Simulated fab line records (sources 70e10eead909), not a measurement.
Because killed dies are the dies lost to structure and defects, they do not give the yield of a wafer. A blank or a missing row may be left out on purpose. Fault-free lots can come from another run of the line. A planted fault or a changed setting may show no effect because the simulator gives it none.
fab line records :: flow nand-harc :: part 2 of 2: steps 23 to 33 of 33
record
  lots=5
  wafers=15
  last-day=24
route steps=1159 shown P_M2@320 P_BONDPAD@351
lots that met no fault: from a run of the same line without faults
start-h: start of the lot's first displayed wafer, in hours after the record's first day :: wait-h: hours since the lot's step before :: " unchanged from the row above :: L1.1+2: several wafers, shown together as one row :: - no value, or no start given :: * or withheld: withheld :: < > ~ a bound
route shown NAME@n: NAME is a module with steps in the file, n the number in the route of the first one :: usual: mean/standard deviation taken from wafers without a fault :: same: alike in all rows :: chamber/n: place in a boat :: sites: per-site readings :: _std_site: the standard deviation of these :: _edge_site: mean of outer sites minus mean of inner sites :: radius-mm: for every site, how far away it sits from the centre of the wafer :: mask NAME#n: copy n :: behind: the most recent tool/chamber to have shaped the wafer :: hold: the reason the lot was held/the length of the hold in hours/how it ended :: device: whichever transistor did not switch (one of n, p or np) :: end of line: tests of these same wafers at the route's end :: a step given without rows: its recipe and nothing more :: killed: at the first sort, the dies lost to defects and structure; wafer yield is something else :: map: per-die view of a wafer (x killed, . not killed, _ where there is no die)
set.NAME: the setting that was run; set.NAME@STEP: the one run at that earlier step :: model.NAME: the simulator's own value behind a step, which no gauge read
lots seen at some steps along the route; tables by step, rows by wafer
services: the hour from which a tool's chamber was out of use, counted from the record's first day as start-h (under 0 if before that day), plus the number of hours and why
## steps
# step NHARC_P_M2_ECD_22
# recipe
  target-thk-a=4000
  bath-temp-c=25
  material=Cu
# usual
  bath-heat-duty-pct=6.6/0.56
  bath-temp-c=25.00/0.11
lot.wafer: L074.1
tool: ecd-cu-02
chamber: 1
start-h: 124.59
wait-h: -
bath-heat-duty-pct: 6.7
bath-temp-c: 24.84

lot.wafer: L074.3
tool: ecd-cu-02
chamber: 1
start-h: 124.59
wait-h: -
bath-heat-duty-pct: 6.3
bath-temp-c: 24.87

lot.wafer: L074.6
tool: ecd-cu-02
chamber: 0
start-h: 124.59
wait-h: -
bath-heat-duty-pct: 6.9
bath-temp-c: 24.97

lot.wafer: L078.2
tool: ecd-cu-01
chamber: 1
start-h: 148.97
wait-h: -
bath-heat-duty-pct: 7.7
bath-temp-c: 24.94

lot.wafer: L078.4
tool: ecd-cu-01
chamber: 1
start-h: 148.97
wait-h: -
bath-heat-duty-pct: 6.0
bath-temp-c: 24.96

lot.wafer: L078.6
tool: ecd-cu-01
chamber: 1
start-h: 148.97
wait-h: -
bath-heat-duty-pct: 6.3
bath-temp-c: 24.78

lot.wafer: L089.4
tool: ecd-cu-02
chamber: 1
start-h: 220.28
wait-h: -
bath-heat-duty-pct: 6.6
bath-temp-c: 25.29

lot.wafer: L089.3
tool: ecd-cu-02
chamber: 0
start-h: 220.28
wait-h: -
bath-heat-duty-pct: 7.1
bath-temp-c: 25.06

lot.wafer: L089.6
tool: ecd-cu-02
chamber: 1
start-h: 220.28
wait-h: -
bath-heat-duty-pct: 6.7
bath-temp-c: 25.14

lot.wafer: L091.4
tool: ecd-cu-02
chamber: 1
start-h: 235.27
wait-h: -
bath-heat-duty-pct: 6.8
bath-temp-c: 25.03

lot.wafer: L091.3
tool: ecd-cu-02
chamber: 0
start-h: 235.27
wait-h: -
bath-heat-duty-pct: 7.7
bath-temp-c: 25.16

lot.wafer: L091.5
tool: ecd-cu-02
chamber: 0
start-h: 235.27
wait-h: -
bath-heat-duty-pct: 7.9
bath-temp-c: 25.22

lot.wafer: L095.1
tool: ecd-cu-01
chamber: 1
start-h: 254.06
wait-h: -
bath-heat-duty-pct: 6.3
bath-temp-c: 24.81

lot.wafer: L095.3
tool: ecd-cu-01
chamber: 1
start-h: 254.06
wait-h: -
bath-heat-duty-pct: 6.5
bath-temp-c: 24.92

lot.wafer: L095.6
tool: ecd-cu-01
chamber: 1
start-h: 254.06
wait-h: -
bath-heat-duty-pct: 6.3
bath-temp-c: 24.82
# step NHARC_P_M2_ANNEAL_31
# recipe
  temp-c=225
  time-s=90
# usual
  wafer_temp_C_max=225.88/0.26
lot.wafer: L074.1
tool: rtp-anneal-02
chamber: 0
start-h: 124.91
wait-h: -
wafer_temp_C_max: 225.73

lot.wafer: L074.3
tool: rtp-anneal-02
chamber: 0
start-h: 124.91
wait-h: -
wafer_temp_C_max: 225.60

lot.wafer: L074.6
tool: rtp-anneal-02
chamber: 0
start-h: 124.91
wait-h: -
wafer_temp_C_max: 225.98

lot.wafer: L078.2
tool: rtp-anneal-02
chamber: 0
start-h: 149.41
wait-h: 0.4
wafer_temp_C_max: 226.07

lot.wafer: L078.4
tool: rtp-anneal-02
chamber: 0
start-h: 149.41
wait-h: 0.4
wafer_temp_C_max: 225.82

lot.wafer: L078.6
tool: rtp-anneal-02
chamber: 0
start-h: 149.41
wait-h: 0.4
wafer_temp_C_max: 225.91

lot.wafer: L089.3
tool: rtp-anneal-02
chamber: 0
start-h: 220.66
wait-h: 0.3
wafer_temp_C_max: 225.84

lot.wafer: L089.4
tool: rtp-anneal-02
chamber: 0
start-h: 220.66
wait-h: 0.3
wafer_temp_C_max: 225.97

lot.wafer: L089.6
tool: rtp-anneal-02
chamber: 0
start-h: 220.66
wait-h: 0.3
wafer_temp_C_max: 225.84

lot.wafer: L091.3
tool: rtp-anneal-01
chamber: 0
start-h: 235.72
wait-h: 0.3
wafer_temp_C_max: 226.42

lot.wafer: L091.4
tool: rtp-anneal-01
chamber: 0
start-h: 235.72
wait-h: 0.3
wafer_temp_C_max: 225.77

lot.wafer: L091.5
tool: rtp-anneal-01
chamber: 0
start-h: 235.72
wait-h: 0.3
wafer_temp_C_max: 226.30

lot.wafer: L095.1
tool: rtp-anneal-01
chamber: 0
start-h: 254.39
wait-h: 0.3
wafer_temp_C_max: 226.10

lot.wafer: L095.3
tool: rtp-anneal-01
chamber: 0
start-h: 254.39
wait-h: 0.3
wafer_temp_C_max: 225.91

lot.wafer: L095.6
tool: rtp-anneal-01
chamber: 0
start-h: 254.39
wait-h: 0.3
wafer_temp_C_max: 226.52
# step NHARC_P_M2_CMP_23
# recipe
  t-overpolish-s=20
  target-thk-nm=144.3
# usual
  edge-zone-pressure-frac=1.000/0.0048
  motor-current-A=11.5/1.2
  retaining-ring-pressure-frac=0.999/0.0049
  time-to-endpoint-s=29/3.4
lot.wafer: L074.3
tool: cmp-03
chamber: 2
start-h: 125.31
wait-h: -
edge-zone-pressure-frac: 1.003
motor-current-A: 11.4
retaining-ring-pressure-frac: 1.006
time-to-endpoint-s: 28

lot.wafer: L074.1
tool: cmp-03
chamber: 3
start-h: 125.31
wait-h: -
edge-zone-pressure-frac: 1.000
motor-current-A: 10.3
retaining-ring-pressure-frac: 1.002
time-to-endpoint-s: 25

lot.wafer: L074.6
tool: cmp-03
chamber: 1
start-h: 125.31
wait-h: -
edge-zone-pressure-frac: 0.999
motor-current-A: 11.4
retaining-ring-pressure-frac: 1.002
time-to-endpoint-s: 34

lot.wafer: L078.4
tool: cmp-01
chamber: 0
start-h: 149.71
wait-h: -
edge-zone-pressure-frac: 0.995
motor-current-A: 13.8
retaining-ring-pressure-frac: 0.994
time-to-endpoint-s: 28

lot.wafer: L078.2
tool: cmp-01
chamber: 2
start-h: 149.71
wait-h: -
edge-zone-pressure-frac: 1.000
motor-current-A: 13.9
retaining-ring-pressure-frac: 0.994
time-to-endpoint-s: 35

lot.wafer: L078.6
tool: cmp-01
chamber: 1
start-h: 149.71
wait-h: -
edge-zone-pressure-frac: 0.994
motor-current-A: 10.3
retaining-ring-pressure-frac: 0.996
time-to-endpoint-s: 29

lot.wafer: L089.3
tool: cmp-02
chamber: 2
start-h: 220.93
wait-h: -
edge-zone-pressure-frac: 1.002
motor-current-A: 10.5
retaining-ring-pressure-frac: 0.997
time-to-endpoint-s: 30

lot.wafer: L089.4
tool: cmp-02
chamber: 3
start-h: 220.93
wait-h: -
edge-zone-pressure-frac: 0.997
motor-current-A: 10.9
retaining-ring-pressure-frac: 0.991
time-to-endpoint-s: 31

lot.wafer: L089.6
tool: cmp-02
chamber: 1
start-h: 220.93
wait-h: -
edge-zone-pressure-frac: 1.002
motor-current-A: 11.1
retaining-ring-pressure-frac: 1.008
time-to-endpoint-s: 27

lot.wafer: L091.4
tool: cmp-02
chamber: 1
start-h: 235.99
wait-h: -
edge-zone-pressure-frac: 1.012
motor-current-A: 11.0
retaining-ring-pressure-frac: 1.007
time-to-endpoint-s: 29

lot.wafer: L091.3
tool: cmp-02
chamber: 2
start-h: 235.99
wait-h: -
edge-zone-pressure-frac: 0.993
motor-current-A: 10.8
retaining-ring-pressure-frac: 1.009
time-to-endpoint-s: 29

lot.wafer: L091.5
tool: cmp-02
chamber: 0
start-h: 235.99
wait-h: -
edge-zone-pressure-frac: 0.999
motor-current-A: 10.4
retaining-ring-pressure-frac: 1.006
time-to-endpoint-s: 29

lot.wafer: L095.1
tool: cmp-02
chamber: 1
start-h: 254.73
wait-h: -
edge-zone-pressure-frac: 0.995
motor-current-A: 11.0
retaining-ring-pressure-frac: 0.996
time-to-endpoint-s: 24

lot.wafer: L095.3
tool: cmp-02
chamber: 2
start-h: 254.73
wait-h: -
edge-zone-pressure-frac: 1.000
motor-current-A: 10.4
retaining-ring-pressure-frac: 0.999
time-to-endpoint-s: 25

lot.wafer: L095.6
tool: cmp-02
chamber: 2
start-h: 254.73
wait-h: -
edge-zone-pressure-frac: 0.998
motor-current-A: 10.7
retaining-ring-pressure-frac: 0.995
time-to-endpoint-s: 26
# step NHARC_P_M2_THK_MEAS_24
# recipe
  thk-meas-gauge=xrf
# usual
  thk-nm=144.1/1.7
lot.wafer: L074.1
tool: film-metro-02
chamber: -
start-h: 125.57
wait-h: -
thk-nm: 143.4

lot.wafer: L074.3
tool: film-metro-02
chamber: -
start-h: 125.57
wait-h: -
thk-nm: 141.6

lot.wafer: L074.6
tool: film-metro-02
chamber: -
start-h: 125.57
wait-h: -
thk-nm: 144.4

lot.wafer: L078.2
tool: film-metro-02
chamber: -
start-h: 150.02
wait-h: -
thk-nm: 145.3

lot.wafer: L078.4
tool: film-metro-02
chamber: -
start-h: 150.02
wait-h: -
thk-nm: 142.8

lot.wafer: L078.6
tool: film-metro-02
chamber: -
start-h: 150.02
wait-h: -
thk-nm: 146.0

lot.wafer: L089.3
tool: film-metro-02
chamber: -
start-h: 221.22
wait-h: -
thk-nm: 145.9

lot.wafer: L089.4
tool: film-metro-02
chamber: -
start-h: 221.22
wait-h: -
thk-nm: 146.0

lot.wafer: L089.6
tool: film-metro-02
chamber: -
start-h: 221.22
wait-h: -
thk-nm: 145.0

lot.wafer: L091.3
tool: film-metro-01
chamber: -
start-h: 236.28
wait-h: -
thk-nm: 144.8

lot.wafer: L091.4
tool: film-metro-01
chamber: -
start-h: 236.28
wait-h: -
thk-nm: 142.0

lot.wafer: L091.5
tool: film-metro-01
chamber: -
start-h: 236.28
wait-h: -
thk-nm: 142.3

lot.wafer: L095.1
tool: film-metro-01
chamber: -
start-h: 255.04
wait-h: -
thk-nm: 141.5

lot.wafer: L095.3
tool: film-metro-01
chamber: -
start-h: 255.04
wait-h: -
thk-nm: 143.2

lot.wafer: L095.6
tool: film-metro-01
chamber: -
start-h: 255.04
wait-h: -
thk-nm: 142.5
# step NHARC_P_M2_SRD_25
lot.wafer: L074.3+6+1
tool: wet-bench-10
chamber: 5,7,1
start-h: 125.61
wait-h: 0.0

lot.wafer: L078.6+4+2
tool: wet-bench-08
chamber: 3,4,7
start-h: 150.06
wait-h: 0.0

lot.wafer: L089.4+3+6
tool: wet-bench-10
chamber: 4,6,7
start-h: 221.26
wait-h: 0.0

lot.wafer: L091.3+4+5
tool: wet-bench-10
chamber: 4,6,7
start-h: 236.33
wait-h: 0.0

lot.wafer: L095.1+6+3
tool: wet-bench-08
chamber: 6,0,2
start-h: 255.09
wait-h: 0.0
# step NHARC_P_M2_INSPECT_27
# usual
  raw-defect-count=357/110
lot.wafer: L074.1
tool: defect-inspect-01
chamber: -
start-h: 125.73
wait-h: 0.0
raw-defect-count: 376

lot.wafer: L074.3
tool: defect-inspect-01
chamber: -
start-h: 125.73
wait-h: 0.0
raw-defect-count: 371

lot.wafer: L074.6
tool: defect-inspect-01
chamber: -
start-h: 125.73
wait-h: 0.0
raw-defect-count: 400

lot.wafer: L078.2
tool: defect-inspect-02
chamber: -
start-h: 150.18
wait-h: 0.0
raw-defect-count: 348

lot.wafer: L078.4
tool: defect-inspect-02
chamber: -
start-h: 150.18
wait-h: 0.0
raw-defect-count: 194

lot.wafer: L078.6
tool: defect-inspect-02
chamber: -
start-h: 150.18
wait-h: 0.0
raw-defect-count: 279

lot.wafer: L089.3
tool: defect-inspect-02
chamber: -
start-h: 221.37
wait-h: 0.0
raw-defect-count: 389

lot.wafer: L089.4
tool: defect-inspect-02
chamber: -
start-h: 221.37
wait-h: 0.0
raw-defect-count: 312

lot.wafer: L089.6
tool: defect-inspect-02
chamber: -
start-h: 221.37
wait-h: 0.0
raw-defect-count: 340

lot.wafer: L091.3
tool: defect-inspect-01
chamber: -
start-h: 236.44
wait-h: 0.0
raw-defect-count: 403

lot.wafer: L091.4
tool: defect-inspect-01
chamber: -
start-h: 236.44
wait-h: 0.0
raw-defect-count: 477

lot.wafer: L091.5
tool: defect-inspect-01
chamber: -
start-h: 236.44
wait-h: 0.0
raw-defect-count: 328

lot.wafer: L095.1
tool: defect-inspect-02
chamber: -
start-h: 255.21
wait-h: 0.0
raw-defect-count: 390

lot.wafer: L095.3
tool: defect-inspect-02
chamber: -
start-h: 255.21
wait-h: 0.0
raw-defect-count: 258

lot.wafer: L095.6
tool: defect-inspect-02
chamber: -
start-h: 255.21
wait-h: 0.0
raw-defect-count: 257
# step NHARC_P_M2_PRE_CLEAN_32
# recipe
  time-s=12
  temp-c=370
  rf-power-w=300
  gas=NH3
# usual
  heater-power-w=673/99
lot.wafer: L074.1
tool: pecvd-02
chamber: 0
start-h: 125.80
wait-h: 0.1
heater-power-w: 742

lot.wafer: L074.3
tool: pecvd-02
chamber: 1
start-h: 125.80
wait-h: 0.1
heater-power-w: 704

lot.wafer: L074.6
tool: pecvd-02
chamber: 1
start-h: 125.80
wait-h: 0.1
heater-power-w: 710

lot.wafer: L078.2
tool: pecvd-03
chamber: 0
start-h: 150.53
wait-h: 0.3
heater-power-w: 766

lot.wafer: L078.4
tool: pecvd-03
chamber: 2
start-h: 150.53
wait-h: 0.3
heater-power-w: 573

lot.wafer: L078.6
tool: pecvd-03
chamber: 0
start-h: 150.53
wait-h: 0.3
heater-power-w: 760

lot.wafer: L089.3
tool: pecvd-01
chamber: 0
start-h: 221.47
wait-h: 0.1
heater-power-w: 759

lot.wafer: L089.4
tool: pecvd-01
chamber: 2
start-h: 221.47
wait-h: 0.1
heater-power-w: 616

lot.wafer: L089.6
tool: pecvd-01
chamber: 0
start-h: 221.47
wait-h: 0.1
heater-power-w: 750

lot.wafer: L091.3
tool: pecvd-01
chamber: 0
start-h: 236.58
wait-h: 0.1
heater-power-w: 869

lot.wafer: L091.4
tool: pecvd-01
chamber: 2
start-h: 236.58
wait-h: 0.1
heater-power-w: 620

lot.wafer: L091.5
tool: pecvd-01
chamber: 1
start-h: 236.58
wait-h: 0.1
heater-power-w: 518

lot.wafer: L095.1
tool: pecvd-01
chamber: 1
start-h: 255.27
wait-h: 0.1
heater-power-w: 563

lot.wafer: L095.3
tool: pecvd-01
chamber: 2
start-h: 255.27
wait-h: 0.1
heater-power-w: 662

lot.wafer: L095.6
tool: pecvd-01
chamber: 0
start-h: 255.27
wait-h: 0.1
heater-power-w: 848
# step NHARC_P_M2_DEP_33
# recipe
  target-thk-a=300
  temp-c=370
  target-thk-nm=30
  pressure-torr=3
  flow-sccm=200
  rf-w=450
  material=SiCN
# usual
  heater-power-w=612/110
lot.wafer: L074.1
tool: pecvd-02
chamber: 0
start-h: 125.88
wait-h: 0.1
heater-power-w: 653

lot.wafer: L074.3
tool: pecvd-02
chamber: 1
start-h: 125.88
wait-h: 0.1
heater-power-w: 672

lot.wafer: L074.6
tool: pecvd-02
chamber: 1
start-h: 125.88
wait-h: 0.1
heater-power-w: 664

lot.wafer: L078.2
tool: pecvd-03
chamber: 0
start-h: 150.64
wait-h: 0.1
heater-power-w: 605

lot.wafer: L078.4
tool: pecvd-03
chamber: 2
start-h: 150.64
wait-h: 0.1
heater-power-w: 513

lot.wafer: L078.6
tool: pecvd-03
chamber: 0
start-h: 150.64
wait-h: 0.1
heater-power-w: 601

lot.wafer: L089.3
tool: pecvd-01
chamber: 0
start-h: 221.60
wait-h: 0.1
heater-power-w: 856

lot.wafer: L089.4
tool: pecvd-01
chamber: 2
start-h: 221.60
wait-h: 0.1
heater-power-w: 528

lot.wafer: L089.6
tool: pecvd-01
chamber: 0
start-h: 221.60
wait-h: 0.1
heater-power-w: 841

lot.wafer: L091.3
tool: pecvd-01
chamber: 0
start-h: 236.69
wait-h: 0.1
heater-power-w: 779

lot.wafer: L091.4
tool: pecvd-01
chamber: 2
start-h: 236.69
wait-h: 0.1
heater-power-w: 655

lot.wafer: L091.5
tool: pecvd-01
chamber: 1
start-h: 236.69
wait-h: 0.1
heater-power-w: 454

lot.wafer: L095.1
tool: pecvd-01
chamber: 1
start-h: 255.35
wait-h: 0.1
heater-power-w: 534

lot.wafer: L095.3
tool: pecvd-01
chamber: 2
start-h: 255.35
wait-h: 0.1
heater-power-w: 557

lot.wafer: L095.6
tool: pecvd-01
chamber: 0
start-h: 255.35
wait-h: 0.1
heater-power-w: 803
# step NHARC_P_BONDPAD_DEP_00
# recipe
  target-thk-a=2500
  temp-c=370
  target-thk-nm=250
  pressure-torr=3
  flow-sccm=200
  rf-w=450
  material=SiCN
# usual
  heater-power-w=635/120
lot.wafer: L074.1
tool: pecvd-01
chamber: 2
start-h: 126.29
wait-h: -
heater-power-w: 603

lot.wafer: L074.3
tool: pecvd-01
chamber: 0
start-h: 126.29
wait-h: -
heater-power-w: 827

lot.wafer: L074.6
tool: pecvd-01
chamber: 1
start-h: 126.29
wait-h: -
heater-power-w: 443

lot.wafer: L078.2
tool: pecvd-01
chamber: 2
start-h: 151.01
wait-h: -
heater-power-w: 613

lot.wafer: L078.4
tool: pecvd-01
chamber: 2
start-h: 151.01
wait-h: -
heater-power-w: 638

lot.wafer: L078.6
tool: pecvd-01
chamber: 0
start-h: 151.01
wait-h: -
heater-power-w: 839

lot.wafer: L089.3
tool: pecvd-02
chamber: 0
start-h: 221.98
wait-h: -
heater-power-w: 721

lot.wafer: L089.4
tool: pecvd-02
chamber: 0
start-h: 221.98
wait-h: -
heater-power-w: 756

lot.wafer: L089.6
tool: pecvd-02
chamber: 1
start-h: 221.98
wait-h: -
heater-power-w: 581

lot.wafer: L091.3
tool: pecvd-01
chamber: 0
start-h: -
wait-h: -
heater-power-w: 864

lot.wafer: L091.5
tool: pecvd-01
chamber: 0
start-h: -
wait-h: -
heater-power-w: 701

lot.wafer: L091.4
tool: pecvd-01
chamber: 1
start-h: -
wait-h: -
heater-power-w: 482

lot.wafer: L095.1
tool: pecvd-02
chamber: 2
start-h: 255.77
wait-h: -
heater-power-w: 466

lot.wafer: L095.3
tool: pecvd-02
chamber: 0
start-h: 255.77
wait-h: -
heater-power-w: 739

lot.wafer: L095.6
tool: pecvd-02
chamber: 0
start-h: 255.77
wait-h: -
heater-power-w: 759
# step NHARC_P_BONDPAD_CMP_32
# recipe
  target-thk-nm=200
  material=SiCN
# usual
  edge-zone-pressure-frac=0.999/0.0058
  motor-current-A=11.8/1.4
  retaining-ring-pressure-frac=0.999/0.005
lot.wafer: L074.3
tool: cmp-04
chamber: 1
start-h: 126.75
wait-h: -
edge-zone-pressure-frac: 1.004
motor-current-A: 11.3
retaining-ring-pressure-frac: 1.001

lot.wafer: L074.1
tool: cmp-04
chamber: 2
start-h: 126.75
wait-h: -
edge-zone-pressure-frac: 0.998
motor-current-A: 10.3
retaining-ring-pressure-frac: 0.996

lot.wafer: L074.6
tool: cmp-04
chamber: 3
start-h: 126.75
wait-h: -
edge-zone-pressure-frac: 0.995
motor-current-A: 10.6
retaining-ring-pressure-frac: 0.996

lot.wafer: L078.4
tool: cmp-03
chamber: 1
start-h: 151.47
wait-h: -
edge-zone-pressure-frac: 1.002
motor-current-A: 11.0
retaining-ring-pressure-frac: 0.994

lot.wafer: L078.2
tool: cmp-03
chamber: 2
start-h: 151.47
wait-h: -
edge-zone-pressure-frac: 0.997
motor-current-A: 10.8
retaining-ring-pressure-frac: 1.001

lot.wafer: L078.6
tool: cmp-03
chamber: 0
start-h: 151.47
wait-h: -
edge-zone-pressure-frac: 1.002
motor-current-A: 13.4
retaining-ring-pressure-frac: 0.998

lot.wafer: L089.3
tool: cmp-01
chamber: 3
start-h: 222.36
wait-h: -
edge-zone-pressure-frac: 1.001
motor-current-A: 11.9
retaining-ring-pressure-frac: 1.004

lot.wafer: L089.4
tool: cmp-01
chamber: 1
start-h: 222.36
wait-h: -
edge-zone-pressure-frac: 0.997
motor-current-A: 10.2
retaining-ring-pressure-frac: 0.995

lot.wafer: L089.6
tool: cmp-01
chamber: 3
start-h: 222.36
wait-h: -
edge-zone-pressure-frac: 0.998
motor-current-A: 11.0
retaining-ring-pressure-frac: 1.012

lot.wafer: L091.3
tool: cmp-03
chamber: 2
start-h: 237.48
wait-h: -
edge-zone-pressure-frac: 1.006
motor-current-A: 10.6
retaining-ring-pressure-frac: 0.988

lot.wafer: L091.4
tool: cmp-03
chamber: 3
start-h: 237.48
wait-h: -
edge-zone-pressure-frac: 1.011
motor-current-A: 10.8
retaining-ring-pressure-frac: 1.008

lot.wafer: L091.5
tool: cmp-03
chamber: 2
start-h: 237.48
wait-h: -
edge-zone-pressure-frac: 1.006
motor-current-A: 11.4
retaining-ring-pressure-frac: 0.996

lot.wafer: L095.3
tool: cmp-01
chamber: 2
start-h: 256.22
wait-h: -
edge-zone-pressure-frac: 0.991
motor-current-A: 14.4
retaining-ring-pressure-frac: 0.989

lot.wafer: L095.1
tool: cmp-01
chamber: 3
start-h: 256.22
wait-h: -
edge-zone-pressure-frac: 0.999
motor-current-A: 11.9
retaining-ring-pressure-frac: 0.999

lot.wafer: L095.6
tool: cmp-01
chamber: 0
start-h: 256.22
wait-h: -
edge-zone-pressure-frac: 0.996
motor-current-A: 13.8
retaining-ring-pressure-frac: 1.000
# step NHARC_P_BONDPAD_THK_MEAS_33
# recipe
  thk-meas-gauge=ellipsometry
# usual
  thk-nm=200.4/1.8
lot.wafer: L074.1
tool: film-metro-02
chamber: -
start-h: 126.95
wait-h: 0.1
thk-nm: 201.8

lot.wafer: L074.3
tool: film-metro-02
chamber: -
start-h: 126.95
wait-h: 0.1
thk-nm: 199.1

lot.wafer: L074.6
tool: film-metro-02
chamber: -
start-h: 126.95
wait-h: 0.1
thk-nm: 200.0

lot.wafer: L078.2
tool: film-metro-02
chamber: -
start-h: 151.67
wait-h: 0.2
thk-nm: 199.9

lot.wafer: L078.4
tool: film-metro-02
chamber: -
start-h: 151.67
wait-h: 0.2
thk-nm: 202.8

lot.wafer: L078.6
tool: film-metro-02
chamber: -
start-h: 151.67
wait-h: 0.2
thk-nm: 201.6

lot.wafer: L089.3
tool: film-metro-02
chamber: -
start-h: 222.59
wait-h: 0.2
thk-nm: 202.9

lot.wafer: L089.4
tool: film-metro-02
chamber: -
start-h: 222.59
wait-h: 0.2
thk-nm: 199.2

lot.wafer: L089.6
tool: film-metro-02
chamber: -
start-h: 222.59
wait-h: 0.2
thk-nm: 201.9

lot.wafer: L091.3
tool: film-metro-01
chamber: -
start-h: 237.70
wait-h: 0.2
thk-nm: 199.1

lot.wafer: L091.4
tool: film-metro-01
chamber: -
start-h: 237.70
wait-h: 0.2
thk-nm: 200.6

lot.wafer: L091.5
tool: film-metro-01
chamber: -
start-h: 237.70
wait-h: 0.2
thk-nm: 201.5

lot.wafer: L095.1
tool: film-metro-02
chamber: -
start-h: 256.43
wait-h: 0.2
thk-nm: 203.0

lot.wafer: L095.3
tool: film-metro-02
chamber: -
start-h: 256.43
wait-h: 0.2
thk-nm: 200.5

lot.wafer: L095.6
tool: film-metro-02
chamber: -
start-h: 256.43
wait-h: 0.2
thk-nm: 200.3
## services
tool: cmp-01
chamber: -
start-h: 107.82
hours: 1.8
kind: repair

tool: cmp-03
chamber: -
start-h: 109.78
hours: 1.0
kind: repair

tool: rie-diel-12
chamber: 3
start-h: 111.95
hours: 6.8
kind: repair

tool: litho-track-06
chamber: -
start-h: 117.00
hours: 7.0
kind: pm

tool: cmp-03
chamber: -
start-h: 125.88
hours: 1.2
kind: repair

tool: cmp-02
chamber: -
start-h: 128.66
hours: 4.0
kind: pm

tool: litho-track-04
chamber: -
start-h: 141.00
hours: 7.0
kind: pm

tool: pecvd-02
chamber: -
start-h: 153.19
hours: 13.0
kind: pm

tool: cmp-03
chamber: -
start-h: 156.00
hours: 4.0
kind: pm

tool: pvd-sputter-01
chamber: -
start-h: 158.00
hours: 10.0
kind: pm

tool: rie-diel-12
chamber: 3
start-h: 170.63
hours: 10.5
kind: repair

tool: cmp-01
chamber: -
start-h: 179.66
hours: 4.0
kind: pm

tool: ecd-cu-02
chamber: -
start-h: 187.25
hours: 8.0
kind: pm

tool: rie-diel-06
chamber: -
start-h: 188.85
hours: 0.9
kind: repair

tool: rie-diel-12
chamber: 3
start-h: 202.17
hours: 20.3
kind: repair

tool: rie-diel-12
chamber: -
start-h: 202.40
hours: 9.0
kind: pm

tool: cmp-03
chamber: -
start-h: 203.62
hours: 3.3
kind: repair

tool: cmp-03
chamber: -
start-h: 213.42
hours: 2.3
kind: repair

tool: pvd-sputter-02
chamber: -
start-h: 214.00
hours: 10.0
kind: pm

tool: rie-diel-06
chamber: 0
start-h: 223.46
hours: 7.6
kind: repair

tool: wet-bench-08
chamber: -
start-h: 230.40
hours: 8.0
kind: pm

tool: pecvd-01
chamber: -
start-h: 237.31
hours: 13.0
kind: pm

tool: rie-diel-06
chamber: -
start-h: 241.20
hours: 9.0
kind: pm

tool: wet-bench-10
chamber: -
start-h: 247.20
hours: 8.0
kind: pm
